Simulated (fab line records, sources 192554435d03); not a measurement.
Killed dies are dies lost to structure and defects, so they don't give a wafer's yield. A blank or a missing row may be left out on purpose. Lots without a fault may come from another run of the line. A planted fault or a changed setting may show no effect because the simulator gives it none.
fab line records | flow n5_finfet | part 1 of 2: steps 1 to 24 of 34
record lots=5 wafers=15 last_day=15
route steps=1938 shown BEOL_M12@1624
lots that met no fault: from a run of the same line without faults
start_h: hours from the record's first day to the start of the lot's first wafer shown | wait_h: hours since the lot's step before | " the same as in the row above | L1.1+2: a row that stands for several wafers | - no value, or no start given | * or withheld: withheld | < > ~ a bound
route shown NAME@n: a module of which the file shows steps, and the number in the route of the first | usual: mean/standard deviation of fault-free wafers | same: alike in all rows | chamber/n: place in a boat | sites: the reading at each site | _std_site: their standard deviation | _edge_site: outer sites' mean less inner sites' | radius_mm: how far each site lies from the wafer's centre | mask NAME#n: copy n | behind: the tool/chamber that last shaped the wafer | hold: why the lot was held/for how many hours/how that ended | device: the transistor (n, p or np) that didn't switch | end of line: the same wafers' tests at the end of the route | a step without rows: its recipe alone | killed: dies lost to structure and defects at the first sort, not the wafer's yield | map: a wafer's dies, x killed, . not, _ none there
set.NAME: the setting as run; set.NAME@STEP: as run at that earlier step | model.NAME: the simulator's own value behind a step, which no gauge read
lots at some steps of the route; a table a step, a row a wafer
services: from which hour (start_h, from the record's first day; less than 0 if before it) a tool's chamber was out of use, for how many hours, and why
## steps
# step N5_BEOL_M12_COAT_66
# recipe resist=SiARC temp_c=220 time_s=60 spin_rpm=1500 resist_thk_nm=110
# usual dispense_pressure_kPa=45.6/2.8
# columns lot.wafer tool chamber start_h wait_h dispense_pressure_kPa
L075.2 litho_track-05 0 - - 44.2
L075.3 " 0 " " 44.2
L075.5 " 0 " " 44.2
L079.1 litho_track-04 0 - - 44.1
L079.3 " 0 " " 44.1
L079.5 " 0 " " 44.1
L087.2 litho_track-01 0 - - 51.1
L087.4 " 0 " " 51.0
L087.5 " 0 " " 51.1
L088.1 litho_track-04 0 - - 44.1
L088.4 " 0 " " 44.1
L088.5 " 0 " " 44.1
L089.4 litho_track-05 0 - - 44.2
L089.5 " 0 " " 44.2
L089.6 " 0 " " 44.2
# step N5_BEOL_M12_COAT_22
# recipe spin_rpm=2888 resist_thk_nm=300
# usual dispense_pressure_kPa=45.6/2.8
# columns lot.wafer tool chamber start_h wait_h dispense_pressure_kPa
L075.2 litho_track-05 0 - - 44.2
L075.3 " 0 " " 44.2
L075.5 " 0 " " 44.2
L079.1 litho_track-04 0 - - 44.1
L079.3 " 0 " " 44.2
L079.5 " 0 " " 44.1
L087.2 litho_track-01 0 - - 51.0
L087.4 " 0 " " 51.0
L087.5 " 0 " " 51.0
L088.1 litho_track-04 0 - - 44.1
L088.4 " 0 " " 44.1
L088.5 " 0 " " 44.1
L089.4 litho_track-05 0 - - 44.2
L089.5 " 0 " " 44.2
L089.6 " 0 " " 44.2
# step N5_BEOL_M12_EBR_24
# recipe solvent=PGMEA ebr_width_mm=1.5
# columns lot.wafer tool chamber start_h wait_h
L075.2+3+5 litho_track-05 0 - -
L079.1+3+5 litho_track-04 0 - -
L087.2+4+5 litho_track-01 0 - -
L088.1+4+5 litho_track-04 0 - -
L089.4+5+6 litho_track-05 0 - -
# step N5_BEOL_M12_SOFTBAKE_23
# recipe temp_c=130 time_s=60
# columns lot.wafer tool chamber start_h wait_h
L075.2+3+5 litho_track-05 0 - -
L079.1+3+5 litho_track-04 0 - -
L087.2+4+5 litho_track-01 0 - -
L088.1+4+5 litho_track-04 0 - -
L089.4+5+6 litho_track-05 0 - -
# step N5_BEOL_M12_EXPOSE_25
# recipe mask_id=M12 na=0.93 source_shape=conventional sigma_outer=0.4 polarization=unpolarized dose_mj=21.8
# usual reticle_temp_C=23.00/0.12
# columns lot.wafer tool chamber start_h wait_h mask reticle_temp_C
L075.2 krf_scanner-02 0 237.91 - M12#0 22.94
L075.3 " 0 " " M12#0 23.10
L075.5 " 0 " " M12#0 23.13
L079.1 krf_scanner-02 0 271.04 - M12#0 22.88
L079.3 " 0 " " M12#0 23.04
L079.5 " 0 " " M12#0 22.86
L087.2 krf_scanner-01 0 312.17 - M12#0 23.12
L087.4 " 0 " " M12#0 23.12
L087.5 " 0 " " M12#0 23.07
L088.1 krf_scanner-01 0 312.60 - M12#0 22.99
L088.4 " 0 " " M12#0 22.92
L088.5 " 0 " " M12#0 23.02
L089.4 krf_scanner-01 0 324.76 - M12#0 23.08
L089.5 " 0 " " M12#0 22.98
L089.6 " 0 " " M12#0 23.00
# step N5_BEOL_M12_PEB_26
# recipe peb_temp_c=130 peb_time_s=90
# same peb_time_s=90
# columns lot.wafer tool chamber start_h wait_h
L075.2+3+5 litho_track-04 0 237.96 0.0
L079.1+3+5 litho_track-01 0 271.10 0.1
L087.2+4+5 litho_track-04 0 312.22 0.0
L088.1+4+5 litho_track-04 0 312.66 0.1
L089.4+5+6 litho_track-04 0 324.80 0.0
# step N5_BEOL_M12_DEVELOP_27
# recipe develop_time_s=45 rinse_liquid=diw dry=air_spin dev_temp_c=21
# columns lot.wafer tool chamber start_h wait_h
L075.2+3+5 litho_track-04 0 - -
L079.1+3+5 litho_track-01 0 - -
L087.2+4+5 litho_track-04 0 - -
L088.1+4+5 litho_track-04 0 - -
L089.4+5+6 litho_track-04 0 - -
# step N5_BEOL_M12_HARDBAKE_32
# recipe temp_c=130 time_s=120
# columns lot.wafer tool chamber start_h wait_h
L075.2+3+5 litho_track-04 0 - -
L079.1+3+5 litho_track-01 0 - -
L087.2+4+5 litho_track-04 0 - -
L088.1+4+5 litho_track-04 0 - -
L089.4+5+6 litho_track-04 0 - -
# step N5_BEOL_M12_CD_MEAS_28
# recipe target_cd_nm=160.2 landing_energy_ev=500 detector=se_inlens polarity=opening
# usual cd_nm=160.5/1.4
# columns lot.wafer tool chamber start_h wait_h cd_nm
L075.2 cd_sem-02 0 238.07 - 159.3
L075.3 " 0 " " 159.3
L075.5 " 0 " " 160.2
L079.1 cd_sem-01 0 271.21 - 161.6
L079.3 " 0 " " 161.1
L079.5 " 0 " " 160.6
L087.2 cd_sem-01 0 312.34 - 163.4
L087.4 " 0 " " 161.2
L087.5 " 0 " " 161.3
L088.1 cd_sem-03 0 312.78 - 161.4
L088.4 " 0 " " 161.0
L088.5 " 0 " " 161.3
L089.4 cd_sem-01 0 324.92 - 159.9
L089.5 " 0 " " 160.7
L089.6 " 0 " " 159.6
# step N5_BEOL_M12_OVL_MEAS_29
# recipe points_per_wafer=44
# usual M12_OVL=-2/5.3
# columns lot.wafer tool chamber start_h wait_h M12_OVL[nm]
L075.2 overlay-02 0 238.10 0.0 -4
L075.3 " 0 " " 5
L075.5 " 0 " " 0
L079.1 overlay-01 0 271.24 0.0 -6
L079.3 " 0 " " -6
L079.5 " 0 " " -7
L087.2 overlay-01 0 312.37 0.0 -1
L087.4 " 0 " " 1
L087.5 " 0 " " -3
L088.1 overlay-01 0 312.81 0.0 -6
L088.4 " 0 " " -2
L088.5 " 0 " " -11
L089.4 overlay-02 0 324.95 0.0 -5
L089.5 " 0 " " -9
L089.6 " 0 " " -4
# step N5_BEOL_M12_INSPECT_30
# recipe mode=adi inspect_instrument=macro
# usual raw_defect_count=2.1/1.3
# columns lot.wafer tool chamber start_h wait_h raw_defect_count
L075.2 defect_inspect-01 - 238.13 0.0 2
L075.3 " - " " 4
L075.5 " - " " 4
L079.1 defect_inspect-01 - 271.27 0.0 0
L079.3 " - " " 1
L079.5 " - " " 3
L087.2 defect_inspect-01 - 312.39 0.0 4
L087.4 " - " " 0
L087.5 " - " " 3
L088.1 defect_inspect-01 - 312.83 0.0 2
L088.4 " - " " 1
L088.5 " - " " 4
L089.4 defect_inspect-01 - 324.97 0.0 3
L089.5 " - " " 1
L089.6 " - " " 1
# step N5_BEOL_M12_DESCUM_33
# recipe chemistry=O2 time_s=7.9 source_power_w=50 bias_power_w=20 pressure_mtorr=20 rf_frequency_hz=2.712e+07 temp_c=40 o2_flow_sccm=225
# usual drypump_motor_current_A=5.6/0.5 oes_product_au=0.83/0.071 rf_vpp_V=242.8/1.3 showerhead_plenum_p_Torr=2.08/0.063 throttle_valve_pct=20.36/0.24
# columns lot.wafer tool chamber start_h wait_h drypump_motor_current_A oes_product_au rf_hours_counter_h rf_vpp_V showerhead_plenum_p_Torr throttle_valve_pct
L075.2 rie_diel-04 1 238.16 0.0 6.0 0.71 223 243.6 2.15 20.88
L075.3 " 3 " " 6.2 0.89 23 242.2 2.05 20.12
L075.5 " 0 " " 5.0 0.94 - 242.7 2.03 20.19
L079.1 rie_diel-03 3 271.30 0.0 5.2 0.71 184 243.2 2.15 20.33
L079.3 " 2 " " 5.9 0.97 1 243.8 2.07 20.19
L079.5 " 2 " " 5.8 0.97 - 241.6 2.07 20.19
L087.2 rie_diel-03 0 312.44 0.0 6.1 0.83 73 242.5 2.04 20.78
L087.4 " 2 " " 5.9 0.91 15 243.0 2.06 20.22
L087.5 " 3 " " 5.2 0.70 - 243.0 2.14 20.36
L088.1 rie_diel-02 0 312.87 0.0 5.1 0.93 7 246.0 2.22 20.40
L088.4 " 2 " " 5.1 0.79 109 242.5 2.03 20.38
L088.5 " 3 " " 5.3 0.85 - 244.5 2.21 20.37
L089.4 rie_diel-03 0 325.00 0.0 6.1 0.82 78 243.8 2.04 20.80
L089.5 " 1 " " 5.3 0.76 - 241.6 2.04 20.35
L089.6 " 0 " " 6.1 0.82 - 242.6 2.04 20.80
# step N5_BEOL_M12_ETCH_67
# recipe chemistry=CF4 target=SiARC target_depth_a=1430 time_s=238.3 ion_energy_ev=80 pressure_mtorr=40 source_w=545 bias_w=36 Ar_flow_sccm=100 cf4_flow_sccm=100 ends=cleared
# usual drypump_motor_current_A=5.6/0.5 etch_rf_on_time_s=238/3.8 oes_product_au=0.71/0.06 rf_vpp_V=183.6/1.1 showerhead_plenum_p_Torr=2.12/0.069 throttle_valve_pct=15.49/0.25
# columns lot.wafer tool chamber start_h wait_h drypump_motor_current_A etch_rf_on_time_s oes_product_au rf_hours_counter_h rf_vpp_V showerhead_plenum_p_Torr throttle_valve_pct
L075.2 rie_diel-04 1 238.19 0.0 6.0 239 0.60 224 184.5 2.20 16.02
L075.3 " 3 " " 6.2 245 0.76 23 182.5 2.09 15.20
L075.5 " 0 " " 5.0 234 0.79 - 182.6 2.09 15.40
L079.1 rie_diel-03 3 271.34 0.0 5.2 239 0.62 184 185.9 2.23 15.80
L079.3 " 2 " " 5.9 239 0.83 1 182.8 2.10 15.23
L079.5 " 2 " " 5.8 239 0.84 - 183.6 2.10 15.22
L087.2 rie_diel-03 0 312.48 0.0 6.1 234 0.71 73 182.1 2.08 15.82
L087.4 " 2 " " 5.9 240 0.78 15 184.9 2.09 15.26
L087.5 " 3 " " 5.1 239 0.60 - 184.6 2.22 15.82
L088.1 rie_diel-02 0 312.90 0.0 5.1 236 0.80 7 186.1 2.28 15.67
L088.4 " 2 " " 5.1 237 0.67 109 182.9 2.06 15.49
L088.5 " 3 " " 5.3 236 0.73 - 184.8 2.24 15.40
L089.4 rie_diel-03 0 325.04 0.0 6.1 236 0.70 78 183.7 2.08 15.84
L089.5 " 1 " " 5.3 237 0.67 - 181.2 2.07 15.45
L089.6 " 0 " " 6.1 232 0.70 - 182.5 2.08 15.85
# step N5_BEOL_M12_ETCH_68
# recipe chemistry=N2/H2 target=SOC mask_material=SiARC source_w=3000 bias_w=350 temp_c=40 time_s=285 ion_energy_ev=200 pressure_mtorr=30 n2_flow_sccm=200 h2_flow_sccm=200
# usual drypump_motor_current_A=5.6/0.5 oes_product_au=0.83/0.07 rf_vpp_V=523.3/2.3 showerhead_plenum_p_Torr=2.52/0.079 throttle_valve_pct=17.68/0.27
# columns lot.wafer tool chamber start_h wait_h drypump_motor_current_A oes_product_au rf_hours_counter_h rf_vpp_V showerhead_plenum_p_Torr throttle_valve_pct
L075.2 rie_diel-04 1 238.34 0.1 6.0 0.71 224 525.5 2.61 18.19
L075.3 " 3 " " 6.2 0.89 23 522.2 2.49 17.37
L075.5 " 0 " " 5.0 0.93 - 523.8 2.52 17.88
L079.1 rie_diel-03 3 271.48 0.1 5.2 0.71 185 526.1 2.65 17.93
L079.3 " 2 " " 5.8 0.97 1 522.9 2.50 17.54
L079.5 " 2 " " 5.9 0.97 - 522.5 2.50 17.55
L087.2 rie_diel-03 0 312.62 0.1 6.1 0.82 73 521.0 2.47 18.02
L087.4 " 2 " " 5.9 0.92 15 522.7 2.50 17.57
L087.5 " 3 " " 5.2 0.70 - 526.1 2.64 17.94
L088.1 rie_diel-02 0 313.05 0.1 5.1 0.92 7 528.8 2.70 17.68
L088.4 " 2 " " 5.2 0.78 109 521.8 2.47 17.80
L088.5 " 3 " " 5.3 0.84 - 526.5 2.67 17.49
L089.4 rie_diel-03 0 325.18 0.1 6.2 0.82 79 522.1 2.47 18.02
L089.5 " 1 " " 5.3 0.77 - 521.5 2.44 17.49
L089.6 " 0 " " 6.1 0.82 - 521.5 2.47 18.02
# step N5_BEOL_M12_STRIP_69
# recipe chemistry=N2/H2 temp_c=40 n2_flow_sccm=200 h2_flow_sccm=200 rf_frequency_hz=6e+07
# columns lot.wafer tool chamber start_h wait_h
L075.2+3+5 rie_diel-04 1,3,0 238.51 0.1
L079.1+3+5 rie_diel-03 3,2,2 271.65 0.1
L087.2+4+5 rie_diel-03 0,2,3 312.79 0.1
L088.1+4+5 rie_diel-02 0,2,3 313.22 0.1
L089.4+5+6 rie_diel-03 0,1,0 325.36 0.1
# step N5_BEOL_M12_TRENCH_ETCH_34
# recipe chemistry=C4F8/O2/Ar target=SiOC target_depth_a=3189.5 mask_material=SOC pressure_mtorr=30 source_w=3000 bias_w=700 Ar_flow_sccm=400 C4F8_flow_sccm=15 O2_flow_sccm=8 he_inner_torr=15 he_outer_torr=30 time_s=125.5 ion_energy_ev=250
# usual C4F8_flow_sccm=14.99/0.043 drypump_motor_current_A=5.6/0.5 oes_product_au=0.83/0.07 rf_vpp_V=664.6/3 showerhead_plenum_p_Torr=3.38/0.11 throttle_valve_pct=24.09/0.27
# columns lot.wafer tool chamber start_h wait_h C4F8_flow_sccm drypump_motor_current_A oes_product_au rf_hours_counter_h rf_vpp_V showerhead_plenum_p_Torr throttle_valve_pct
L075.2 rie_diel-04 1 238.52 0.0 15.05 6.0 0.70 224 668.4 3.52 24.65
L075.3 " 3 " " 14.98 6.2 0.89 23 662.7 3.34 23.81
L075.5 " 0 " " 15.04 5.0 0.92 - 663.5 3.33 24.01
L079.1 rie_diel-03 3 271.66 0.0 15.00 5.2 0.70 185 668.1 3.54 24.27
L079.3 " 2 " " 15.02 5.9 0.98 1 664.0 3.35 23.86
L079.5 " 2 " " 15.02 5.9 0.97 - 663.5 3.35 23.86
L087.2 rie_diel-03 0 312.80 0.0 14.96 6.1 0.82 73 662.8 3.32 24.49
L087.4 " 2 " " 15.00 5.8 0.92 16 663.8 3.34 23.88
L087.5 " 3 " " 14.98 5.2 0.69 - 668.5 3.53 24.28
L088.1 rie_diel-02 0 313.23 0.0 15.03 5.2 0.92 7 671.0 3.64 24.36
L088.4 " 2 " " 14.90 5.1 0.79 109 662.7 3.30 24.08
L088.5 " 3 " " 14.98 5.3 0.85 - 670.4 3.60 24.09
L089.4 rie_diel-03 0 325.37 0.0 14.92 6.1 0.81 79 663.1 3.32 24.50
L089.5 " 1 " " 14.99 5.3 0.77 - 663.7 3.29 23.93
L089.6 " 0 " " 14.93 6.1 0.83 - 663.2 3.32 24.51
# step N5_BEOL_M12_STRIP_70
# recipe chemistry=C4F8/O2/Ar resist=SiARC rf_frequency_hz=6e+07
# columns lot.wafer tool chamber start_h wait_h
L075.2+3+5 rie_diel-04 1,3,0 238.64 0.1
L079.1+3+5 rie_diel-03 3,2,2 271.78 0.1
L087.2+4+5 rie_diel-03 0,2,3 312.92 0.1
L088.1+4+5 rie_diel-02 0,2,3 313.34 0.1
L089.4+5+6 rie_diel-03 0,1,0 325.48 0.1
# step N5_BEOL_M12_OCD_MEAS_35
# usual trench_depth_nm=320/5.5
# columns lot.wafer tool chamber start_h wait_h trench_depth_nm
L075.2 ocd-02 - 238.68 0.0 316
L075.3 " - " " 324
L075.5 " - " " 328
L079.1 ocd-02 - 271.82 0.0 308
L079.3 " - " " 320
L079.5 " - " " 320
L087.2 ocd-02 - 312.96 0.0 319
L087.4 " - " " 321
L087.5 " - " " 309
L088.1 ocd-01 - 313.38 0.0 316
L088.4 " - " " 319
L088.5 " - " " 322
L089.4 ocd-02 - 325.53 0.0 322
L089.5 " - " " 312
L089.6 " - " " 325
# step N5_BEOL_M12_STRIP_37
# recipe chemistry=N2/H2 power_w=1000 temp_c=250 h2_frac=0.65 overash_fraction=0.3 pressure_mtorr=withheld n2_flow_sccm=1750 h2_flow_sccm=3250
# usual drypump_motor_current_A=5.6/0.39 heater_power_w=376/22 oes_product_au=0.790/0.0098
# columns lot.wafer tool chamber start_h wait_h drypump_motor_current_A heater_power_w oes_product_au rf_hours_counter_h
L075.2 plasma_asher-01 1 238.72 0.0 6.2 405 0.784 114
L075.3 " 1 " " 6.1 408 0.793 -
L075.5 " 0 " " 5.1 356 0.791 -
L079.1 plasma_asher-01 0 271.86 0.0 5.1 357 0.779 126
L079.3 " 0 " " 5.0 350 0.805 -
L079.5 " 0 " " 5.1 357 0.786 -
L087.2 plasma_asher-02 1 313.01 0.1 5.4 358 0.795 80
L087.4 " 1 " " 5.4 358 0.793 -
L087.5 " 1 " " 5.4 357 0.790 -
L088.1 plasma_asher-01 0 313.42 0.0 5.1 352 0.790 135
L088.4 " 1 " " 6.1 414 0.799 -
L088.5 " 0 " " 5.1 354 0.777 -
L089.4 plasma_asher-01 0 325.58 0.1 5.1 361 0.792 -
L089.5 " 0 " " 5.1 351 0.797 -
L089.6 " 1 " " 6.1 413 0.788 -
# step N5_BEOL_M12_ETCH_38
# recipe chemistry=CF4/N2 target=SiCN target_depth_a=687 taper_deg=2 time_s=73.4 ion_energy_ev=150 mask_material=SiO2 pressure_mtorr=40 source_w=430 bias_w=70 Ar_flow_sccm=100 cf4_flow_sccm=60 n2_flow_sccm=60
# usual drypump_motor_current_A=5.5/0.51 oes_product_au=0.83/0.072 rf_vpp_V=381.8/1.8 showerhead_plenum_p_Torr=2.18/0.069 throttle_valve_pct=15.34/0.23
# columns lot.wafer tool chamber start_h wait_h drypump_motor_current_A oes_product_au rf_hours_counter_h rf_vpp_V showerhead_plenum_p_Torr throttle_valve_pct
L075.2 rie_diel-02 0 240.61 - 5.1 0.69 241 378.9 2.09 15.99
L075.3 " 1 " " 6.4 0.91 21 381.5 2.16 14.88
L075.5 " 1 " " 6.4 0.92 - 379.5 2.16 14.87
L079.1 rie_diel-04 2 273.52 - 5.1 0.86 48 381.3 2.15 15.23
L079.3 " 1 " " 6.0 0.70 238 384.4 2.26 15.87
L079.5 " 0 " " 5.0 0.92 - 381.3 2.16 15.28
L087.2 rie_diel-04 3 314.41 - 6.2 0.82 55 381.6 2.14 15.12
L087.4 " 3 " " 6.1 0.83 - 379.7 2.14 15.11
L087.5 " 0 " " 5.0 0.88 - 381.1 2.16 15.29
L088.1 rie_diel-02 1 316.84 - 6.4 0.86 50 382.0 2.15 14.93
L088.4 " 2 " " 5.1 0.78 111 380.5 2.13 15.35
L088.5 " 0 " " 5.1 0.93 - 386.2 2.35 15.47
L089.4 rie_diel-04 1 329.10 - 6.0 0.97 2 382.9 2.26 15.35
L089.5 " 3 " " 6.1 0.81 - 379.8 2.14 15.15
L089.6 " 0 " " 5.0 0.86 - 381.9 2.15 15.31
# step N5_BEOL_M12_PRECLEAN_39
# recipe chemistry=residue_remover time_s=60 temp_c=40
# columns lot.wafer tool chamber start_h wait_h
L075.2+3+5 wet_bench-01 3,2,0 240.74 0.1
L079.1+3+5 wet_bench-01 0,6,5 273.65 0.1
L087.2+4+5 wet_bench-01 6,5,7 314.54 0.1
L088.1+4+5 wet_bench-01 4,5,2 317.00 0.1
L089.4+5+6 wet_bench-02 5,2,4 329.22 0.1
# step N5_BEOL_M12_SRD_40
# recipe time_s=30 temp_c=23 rinse_liquid=diw dry=n2_spin spin_rpm=1500 dry_time_s=30
# columns lot.wafer tool chamber start_h wait_h
L075.2+3+5 wet_bench-01 3,2,0 240.76 0.0
L079.1+3+5 wet_bench-01 0,6,5 273.67 0.0
L087.2+4+5 wet_bench-01 6,5,7 314.56 0.0
L088.1+4+5 wet_bench-01 4,5,2 317.02 0.0
L089.4+5+6 wet_bench-02 5,2,4 329.24 0.0
# step N5_BEOL_M12_DEGAS_41
# recipe ambient=vacuum temp_c=250 time_s=60
# usual heater_power_w=329/44
# columns lot.wafer tool chamber start_h wait_h heater_power_w
L075.2 pvd_sputter-01 - 240.97 0.2 305
L075.3 " - " " 314
L075.5 " - " " 321
L079.1 pvd_sputter-01 - 274.09 0.4 272
L079.3 " - " " 313
L079.5 " - " " 310
L087.2 pvd_sputter-01 - 315.20 0.6 293
L087.4 " - " " 291
L087.5 " - " " 309
L088.1 pvd_sputter-01 - 317.18 0.1 308
L088.4 " - " " 316
L088.5 " - " " 265
L089.4 pvd_sputter-02 - 329.59 0.3 267
L089.5 " - " " 364
L089.6 " - " " 361
# step N5_BEOL_M12_PRE_CLEAN_42
# recipe gas=H2/He time_s=30 temp_c=250
# usual heater_power_w=327/43
# columns lot.wafer tool chamber start_h wait_h heater_power_w
L075.2 pvd_sputter-01 - 241.01 0.0 305
L075.3 " - " " 312
L075.5 " - " " 314
L079.1 pvd_sputter-01 - 274.13 0.0 268
L079.3 " - " " 301
L079.5 " - " " 308
L087.2 pvd_sputter-01 - 315.24 0.0 286
L087.4 " - " " 313
L087.5 " - " " 312
L088.1 pvd_sputter-01 - 317.22 0.0 308
L088.4 " - " " 315
L088.5 " - " " 276
L089.4 pvd_sputter-02 - 329.63 0.0 276
L089.5 " - " " 369
L089.6 " - " " 349
